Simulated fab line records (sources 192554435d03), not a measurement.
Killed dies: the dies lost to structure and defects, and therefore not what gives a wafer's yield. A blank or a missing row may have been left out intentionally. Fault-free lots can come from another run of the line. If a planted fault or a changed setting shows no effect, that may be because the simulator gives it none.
Chamber matching / flow n5_finfet / N5_BEOL_M0_SAQP_DESCUM_45 on rie_diel-06: 4 sister chambers
The step chemistry O2, time 7 s. 4 wafers are shown with their chamber, then 8 later ones without.

WAFERS WITH THEIR CHAMBER
wafer=L085.3; chamber=2; throttle_valve_pct (%)=20.28
wafer=L091.5; chamber=1; throttle_valve_pct (%)=20.16
wafer=L091.6; chamber=0; throttle_valve_pct (%)=20.17
wafer=L092.3; chamber=3; throttle_valve_pct (%)=20.75

WAFERS WITH NO CHAMBER GIVEN
wafer=L092.4; throttle_valve_pct (%)=20.17
wafer=L092.6; throttle_valve_pct (%)=20.28
wafer=L093.1; throttle_valve_pct (%)=20.16
wafer=L093.2; throttle_valve_pct (%)=20.29
wafer=L093.4; throttle_valve_pct (%)=20.75
wafer=L096.2; throttle_valve_pct (%)=20.17
wafer=L096.3; throttle_valve_pct (%)=20.76
wafer=L096.4; throttle_valve_pct (%)=20.18

EACH ONE'S CHAMBER
wafer=L092.4; from the rows above=can't be placed: 0 or 1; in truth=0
wafer=L092.6; from the rows above=2; in truth=2
wafer=L093.1; from the rows above=can't be placed: 1 or 0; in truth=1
wafer=L093.2; from the rows above=2; in truth=2
wafer=L093.4; from the rows above=3; in truth=3
wafer=L096.2; from the rows above=can't be placed: 0 or 1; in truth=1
wafer=L096.3; from the rows above=3; in truth=3
wafer=L096.4; from the rows above=can't be placed: 0 or 1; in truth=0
Placed correctly: 4 of 8. From these rows, 4 cannot be placed; in 4 the true chamber is one of the candidates. Wrongly placed: 0.
How it was worked out, from the rows above alone: a wafer's distance from a chamber is the root of the sum, over the readings, of the square of ((its reading less the chamber's mean) divided by the reading's scatter). If the next closest chamber is less than 2 further off than the closest, the wafer can't be placed; otherwise it belongs to the closest. Each chamber's mean is taken over the wafers shown for it. The scatter: with one shown wafer a chamber, the root of the mean of the squares of how far each hidden wafer lies from its nearest shown one.
